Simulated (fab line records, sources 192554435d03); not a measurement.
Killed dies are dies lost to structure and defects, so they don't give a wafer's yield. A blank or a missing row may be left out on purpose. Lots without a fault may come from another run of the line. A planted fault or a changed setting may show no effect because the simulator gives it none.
fab line records | flow n5_finfet
record lots=10 wafers=30 last_day=20
route steps=1938 shown BEOL_M10@1483 PASSIVATION@1936
lots that met no fault: from a run of the same line without faults
start_h: hours from the record's first day to the start of the lot's first wafer shown | wait_h: hours since the lot's step before | " the same as in the row above | L1.1+2: a row that stands for several wafers | - no value, or no start given | * or withheld: withheld | < > ~ a bound
route shown NAME@n: a module of which the file shows steps, and the number in the route of the first | usual: mean/standard deviation of fault-free wafers | same: alike in all rows | chamber/n: place in a boat | sites: the reading at each site | _std_site: their standard deviation | _edge_site: outer sites' mean less inner sites' | radius_mm: how far each site lies from the wafer's centre | mask NAME#n: copy n | behind: the tool/chamber that last shaped the wafer | hold: why the lot was held/for how many hours/how that ended | device: the transistor (n, p or np) that didn't switch | end of line: the same wafers' tests at the end of the route | a step without rows: its recipe alone | killed: dies lost to structure and defects at the first sort, not the wafer's yield | map: a wafer's dies, x killed, . not, _ none there
set.NAME: the setting as run; set.NAME@STEP: as run at that earlier step | model.NAME: the simulator's own value behind a step, which no gauge read
steps of the route over a sample of lots; a table a step, a row a wafer
services: from which hour (start_h, from the record's first day; less than 0 if before it) a tool's chamber was out of use, for how many hours, and why
## steps
# step N5_BEOL_M10_CD_MEAS_11
# recipe target_cd_nm=64.1 landing_energy_ev=500 detector=se_inlens polarity=opening
# usual cd_nm=64.2/0.47
# columns lot.wafer tool chamber start_h wait_h cd_nm
L930.4 cd_sem-02 0 270.86 - 63.4
L930.5 " 0 " " 63.8
L930.6 " 0 " " 63.7
L932.3 cd_sem-03 0 273.91 - 64.0
L932.5 " 0 " " 63.9
L932.6 " 0 " " 64.4
L934.2 cd_sem-02 0 283.10 - 63.5
L934.5 " 0 " " 64.7
L934.6 " 0 " " 64.6
L935.2 cd_sem-03 0 283.41 - 64.1
L935.4 " 0 " " 63.6
L935.5 " 0 " " 64.2
L933.3 cd_sem-03 0 291.83 - 64.3
L933.4 " 0 " " 64.6
L933.6 " 0 " " 64.3
L942.1 cd_sem-01 0 369.21 - 64.6
L942.2 " 0 " " 64.6
L942.6 " 0 " " 64.1
L946.1 cd_sem-03 0 398.97 - 64.3
L946.2 " 0 " " 64.7
L946.5 " 0 " " 63.9
L944.2 cd_sem-01 0 399.01 - 63.7
L944.4 " 0 " " 63.6
L944.6 " 0 " " 63.3
L950.1 cd_sem-01 0 406.25 - 64.5
L950.4 " 0 " " 64.5
L950.6 " 0 " " 64.3
L949.1 cd_sem-03 0 418.16 - 64.6
L949.4 " 0 " " 64.4
L949.6 " 0 " " 63.6
# step N5_BEOL_M10_DESCUM_16
# recipe chemistry=O2 time_s=7.9 source_power_w=50 bias_power_w=20 pressure_mtorr=20 rf_frequency_hz=2.712e+07 temp_c=40 resist=CAR-ArF o2_flow_sccm=225
# usual drypump_motor_current_A=5.51/0.23 oes_product_au=0.78/0.082 rf_vpp_V=243.1/1.5 showerhead_plenum_p_Torr=2.08/0.077 throttle_valve_pct=20.42/0.28
# columns lot.wafer tool chamber start_h wait_h drypump_motor_current_A oes_product_au rf_hours_counter_h rf_vpp_V showerhead_plenum_p_Torr throttle_valve_pct
L930.4 rie_diel-06 1 270.94 0.0 5.84 0.77 117 243.2 2.10 19.96
L930.5 " 3 " " 5.37 0.77 - 243.6 2.10 20.61
L930.6 " 0 " " 5.55 0.72 - 240.6 1.98 20.67
L932.3 rie_diel-03 3 274.45 0.5 5.28 0.83 77 243.5 2.12 20.74
L932.5 " 2 " " 5.59 0.72 - 240.3 1.90 20.42
L932.6 " 3 " " 5.34 0.83 - 242.7 2.12 20.73
L934.2 rie_diel-05 2 283.19 0.0 5.92 0.69 233 242.4 2.07 20.34
L934.5 " 3 " " 5.60 0.85 - 242.7 2.13 20.34
L934.6 " 2 " " 5.92 0.69 - 243.7 2.07 20.35
L935.2 rie_diel-05 1 283.85 0.4 5.56 0.89 33 244.1 2.14 20.42
L935.4 " 2 " " 5.89 0.70 234 243.3 2.07 20.36
L935.5 " 0 " " 5.11 0.72 - 244.9 2.16 20.82
L933.3 rie_diel-06 3 292.03 0.2 5.32 0.75 169 244.3 2.09 20.62
L933.4 " 1 " " 5.86 0.76 - 243.2 2.09 19.97
L933.6 " 3 " " 5.30 0.76 - 243.1 2.09 20.61
L942.1 rie_diel-05 3 369.30 0.0 5.61 0.82 100 243.7 2.11 20.40
L942.2 " 2 " " 5.91 0.99 1 242.3 2.06 19.98
L942.6 " 3 " " 5.60 0.82 - 242.9 2.11 20.41
L946.1 rie_diel-03 3 399.06 0.0 5.34 0.78 120 243.4 2.11 20.79
L946.2 " 2 " " 5.59 0.69 220 240.4 1.89 20.46
L946.5 " 1 " " 5.44 0.80 - 242.5 2.10 20.08
L944.2 rie_diel-06 2 399.13 0.1 5.27 0.99 3 242.5 2.06 19.95
L944.4 " 0 " " 5.51 0.95 - 245.4 2.23 20.36
L944.6 " 1 " " 5.85 0.72 - 243.1 2.08 20.04
L950.1 rie_diel-06 0 406.34 0.0 5.52 0.95 12 244.8 2.23 20.36
L950.4 " 3 " " 5.31 0.72 207 242.8 2.08 20.67
L950.6 " 3 " " 5.33 0.73 - 243.2 2.08 20.66
L949.1 rie_diel-05 0 418.25 0.0 5.13 0.70 245 243.7 2.15 20.87
L949.4 " 3 " " 5.63 0.80 121 244.0 2.11 20.43
L949.6 " 0 " " 5.13 0.70 - 243.5 2.15 20.89
# step N5_BEOL_M10_STRIP_19
# recipe chemistry=O2 power_w=400 temp_c=40 pressure_mtorr=30 rf_frequency_hz=6e+07 bias_power_w=0 overash_fraction=0.2 o2_flow_sccm=225
# usual drypump_motor_current_A=5.48/0.22 oes_product_au=0.77/0.079 rf_vpp_V=3.6/0.63 showerhead_plenum_p_Torr=2.08/0.073 throttle_valve_pct=16.68/0.27
# columns lot.wafer tool chamber start_h wait_h drypump_motor_current_A oes_product_au rf_hours_counter_h rf_vpp_V showerhead_plenum_p_Torr throttle_valve_pct
L930.4 rie_diel-05 0 271.32 0.1 5.12 0.72 197 4.0 2.17 17.05
L930.5 " 3 " " 5.60 0.86 - 4.2 2.13 16.54
L930.6 " 0 " " 5.12 0.73 - 4.0 2.17 17.04
L932.3 rie_diel-03 0 274.93 0.1 5.45 0.71 195 3.0 2.09 16.76
L932.5 " 3 " " 5.31 0.83 - 4.4 2.12 16.93
L932.6 " 0 " " 5.45 0.71 - 5.3 2.09 16.75
L934.2 rie_diel-05 1 283.81 0.3 5.52 0.88 33 2.2 2.14 16.60
L934.5 " 2 " " 5.90 0.69 - 3.8 2.07 16.64
L934.6 " 3 " " 5.59 0.85 - 4.8 2.13 16.59
L935.2 rie_diel-03 1 284.32 0.1 5.43 0.85 75 3.6 2.11 16.30
L935.4 " 0 " " 5.50 0.71 198 3.8 2.09 16.78
L935.5 " 3 " " 5.25 0.84 - 3.7 2.12 16.91
L933.3 rie_diel-06 3 292.44 0.1 5.35 0.76 169 3.1 2.10 16.88
L933.4 " 3 " " 5.34 0.74 - 4.3 2.10 16.88
L933.6 " 1 " " 5.86 0.76 - 3.1 2.10 16.30
L942.1 rie_diel-05 3 369.68 0.1 5.60 0.82 101 2.7 2.12 16.62
L942.2 " 2 " " 5.92 0.99 1 3.2 2.06 16.23
L942.6 " 2 " " 5.92 0.99 - 4.1 2.06 16.21
L946.1 rie_diel-03 1 399.44 0.1 5.41 0.81 108 2.3 2.10 16.34
L946.2 " 3 " " 5.31 0.78 120 3.5 2.11 17.02
L946.5 " 0 " " 5.42 0.69 - 3.6 2.08 16.79
L944.2 rie_diel-05 2 399.51 0.1 5.88 0.94 14 3.1 2.06 16.25
L944.4 " 0 " " 5.13 0.70 - 3.8 2.15 17.13
L944.6 " 2 " " 5.91 0.94 - 3.6 2.06 16.24
L950.1 rie_diel-05 0 406.73 0.1 5.12 0.70 240 3.1 2.15 17.14
L950.4 " 0 " " 5.13 0.70 - 3.2 2.15 17.12
L950.6 " 0 " " 5.13 0.69 - 2.4 2.15 17.13
L949.1 rie_diel-03 2 418.72 0.2 5.59 0.69 227 3.2 1.89 16.79
L949.4 " 1 " " 5.49 0.79 - 4.0 2.10 16.35
L949.6 " 2 " " 5.60 0.69 - 5.1 1.89 16.80
# step N5_BEOL_M10_ETCH_41
# recipe chemistry=CH3F/O2 target=SiCN target_depth_a=426 taper_deg=2 time_s=86 ion_energy_ev=120 mask_material=TiN pressure_mtorr=30 source_w=395 bias_w=75 Ar_flow_sccm=150 CH3F_flow_sccm=30 O2_flow_sccm=20
# usual drypump_motor_current_A=5.51/0.21 oes_product_au=0.78/0.087 rf_fwd_power_W=392.4/1.4 rf_vpp_V=297.0/1.7 showerhead_plenum_p_Torr=1.98/0.07 throttle_valve_pct=16.30/0.23
# columns lot.wafer tool chamber start_h wait_h drypump_motor_current_A oes_product_au rf_fwd_power_W rf_hours_counter_h rf_vpp_V showerhead_plenum_p_Torr throttle_valve_pct
L930.4 rie_diel-05 3 275.35 - 5.60 0.86 393.0 64 297.4 2.03 16.19
L930.5 " 2 " " 5.92 0.69 392.9 - 296.4 1.98 16.33
L930.6 " 1 " " 5.53 0.90 392.4 - 297.5 2.04 16.17
L932.3 rie_diel-06 1 277.43 - 5.84 0.76 390.7 119 296.7 2.02 15.99
L932.5 " 1 " " 5.84 0.77 390.3 - 298.2 2.02 15.98
L932.6 " 0 " " 5.53 0.70 389.5 - 293.8 1.90 16.59
L934.2 rie_diel-03 0 284.73 - 5.43 0.69 392.2 198 297.1 1.99 16.36
L934.5 " 0 " " 5.45 0.70 391.3 - 297.1 1.99 16.37
L934.6 " 3 " " 5.30 0.81 393.5 - 297.6 2.02 16.52
L935.2 rie_diel-03 0 286.53 - 5.41 0.70 392.3 198 297.0 1.99 16.40
L935.4 " 1 " " 5.44 0.84 392.9 76 297.6 2.02 15.97
L935.5 " 0 " " 5.44 0.70 394.0 - 298.3 1.99 16.39
L933.3 rie_diel-05 0 296.03 - 5.12 0.71 393.8 205 297.3 2.06 16.70
L933.4 " 1 " " 5.55 0.89 395.5 36 297.8 2.03 16.21
L933.6 " 2 " " 5.94 0.69 393.5 - 296.1 1.98 16.34
L942.1 rie_diel-06 2 371.61 - 5.26 0.69 394.0 252 298.2 1.97 16.26
L942.2 " 3 " " 5.34 0.74 391.6 195 297.3 1.99 16.54
L942.6 " 2 " " 5.28 0.68 393.2 - 296.2 1.97 16.27
L944.2 rie_diel-06 1 401.77 - 5.85 0.67 296.6 171 326.3 2.00 16.07
L944.4 " 1 " " 5.85 0.67 299.0 - 324.5 2.00 16.05
L944.6 " 0 " " 5.54 0.94 394.4 - 299.8 2.13 16.19
L946.1 rie_diel-06 1 402.81 - 5.85 0.69 298.4 171 325.8 2.00 16.08
L946.2 " 2 " " 5.26 1.01 391.3 4 296.4 1.97 15.82
L946.5 " 1 " " 5.84 0.68 296.7 - 325.3 2.00 16.07
L950.1 rie_diel-03 1 410.01 - 5.45 0.80 391.8 110 299.1 2.01 16.03
L950.4 " 0 " " 5.47 0.68 393.3 230 296.2 1.98 16.43
L950.6 " 2 " " 5.60 0.68 390.6 - 292.8 1.82 16.51
L949.1 rie_diel-05 3 420.34 - 5.60 0.79 391.5 122 298.0 2.01 16.30
L949.4 " 0 " " 5.12 0.68 391.1 246 297.7 2.05 16.77
L949.6 " 3 " " 5.60 0.79 392.5 - 297.8 2.01 16.30
# step N5_PASSIVATION_PROBE_49
# usual defect_limited_yield=90.9/1.3 killed_at_M0_to_M3=36/11 killed_at_M4_up=13/5.1 killed_at_contacts=14/4.9 killed_at_front_end=41/10 killed_at_other=3.4/2.6 killed_dies=107/16 killed_open=70/11 killed_short=36/7.8 sort_bin_5_function=5.4/0.84 sort_bin_6_memory=3.4/0.67 sort_bin_8_speed=0.00/0.0099 sort_n_pass=1073/16 sort_yield_pct=90.9/1.3
# same gross_dies=1180 killed_at_back_side=0 sort_bin_4_leakage[%]=0
# columns lot.wafer tool chamber start_h wait_h defect_limited_yield[%] killed_at_M0_to_M3 killed_at_M4_up killed_at_contacts killed_at_front_end killed_at_other killed_dies killed_open killed_short sort_bin_5_function[%] sort_bin_6_memory[%] sort_bin_8_speed[%] sort_n_pass sort_yield_pct[%]
L932.3 prober-02 - 334.78 0.1 90.8 55 11 12 30 0 108 79 29 5.5 3.2 0 1072 90.8
L932.5 prober-02 - 334.88 0.2 91.6 33 9 16 39 2 99 76 22 5.1 3.1 0 1081 91.6
L932.6 prober-02 - 334.93 0.3 91.9 29 16 23 26 1 95 60 35 5.7 2.1 0 1085 91.9
# killed by level:class
L932.3 BEOL_M0_SAQP:geometric_particle:open=21 BEOL_M0_SAQP:geometric_particle:short=13 STI_FIN_REVEAL:geometric_particle:open=12 MOL_CONTACT_COAG:geometric_particle:open=12 BEOL_M3:geometric_particle:open=8 BEOL_M2:geometric_particle:open=6 BEOL_M3:geometric_particle:short=4 FIN_SAQP:geometric_particle:open=3
L932.5 MOL_CONTACT_COAG:geometric_particle:open=14 STI_FIN_REVEAL:geometric_particle:open=12 FIN_SAQP:geometric_particle:open=11 BEOL_M3:geometric_particle:open=9 BEOL_M2:geometric_particle:open=6 BEOL_M0_SAQP:geometric_particle:open=5 STI_FIN_REVEAL:geometric_particle:short=4 GATE_CUT:geometric_particle:short=4
L932.6 MOL_CONTACT_COAG:geometric_particle:open=17 STI_FIN_REVEAL:geometric_particle:open=12 BEOL_M0_SAQP:geometric_particle:short=8 MOL_CONTACT_COAG:geometric_particle:short=6 BEOL_M3:geometric_particle:open=6 BEOL_M0_SAQP:geometric_particle:open=5 BEOL_M4:geometric_particle:open=5 STI_FIN_REVEAL:geometric_particle:short=3
## services
# columns tool chamber start_h hours kind
rie_diel-06 2 285.04 20.5 repair
rie_diel-03 1 290.99 9.8 repair
rie_diel-05 0 297.70 19.9 repair
rie_diel-06 0 300.01 1.3 repair
rie_diel-06 3 303.75 16.3 repair
rie_diel-06 2 311.68 4.3 repair
rie_diel-06 - 315.30 0.9 repair
rie_diel-05 1 340.08 4.4 repair
rie_diel-05 2 342.03 3.2 repair
rie_diel-06 0 358.73 - clean
rie_diel-06 0 358.73 - consumable_replace:focus_ring
rie_diel-06 0 358.73 - consumable_replace:showerhead
rie_diel-06 0 358.73 18.1 scheduled_down
rie_diel-06 0 358.73 18.1 vent_cycle
rie_diel-03 1 369.64 16.3 repair
rie_diel-06 2 376.91 - clean
rie_diel-06 2 376.91 - consumable_replace:focus_ring
rie_diel-06 2 376.91 14.1 scheduled_down
rie_diel-06 2 376.91 14.1 vent_cycle
rie_diel-05 1 387.25 21.5 repair
rie_diel-06 3 398.74 2.8 repair
rie_diel-03 3 417.16 6.7 repair
## key
first_sign step=N5_BEOL_M10_ETCH_41 reading=rf_fwd_power_W direction=down sigmas=69 usual=* struck=*
effect step=N5_BEOL_M10_ETCH_41 reading=rf_vpp_V direction=up sigmas=17 usual=297.0 struck=325.5
met_at N5_BEOL_M10_ETCH_41
struck_lots L944,L946
struck_wafers L944.2,L944.4,L946.1,L946.5
not_acting_at N5_BEOL_M10_CD_MEAS_11,N5_BEOL_M10_DESCUM_16,N5_BEOL_M10_STRIP_19
onset_between 277.43 401.77
fault kind=process_parameter_drift tool=rie_diel-06 chamber=1 onset_h=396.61 steps=N5_BEOL_M10_ETCH_41 channel=source_w offset=-94.8 shape=step end_h=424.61 acts_in=these_recipes_only stated=395
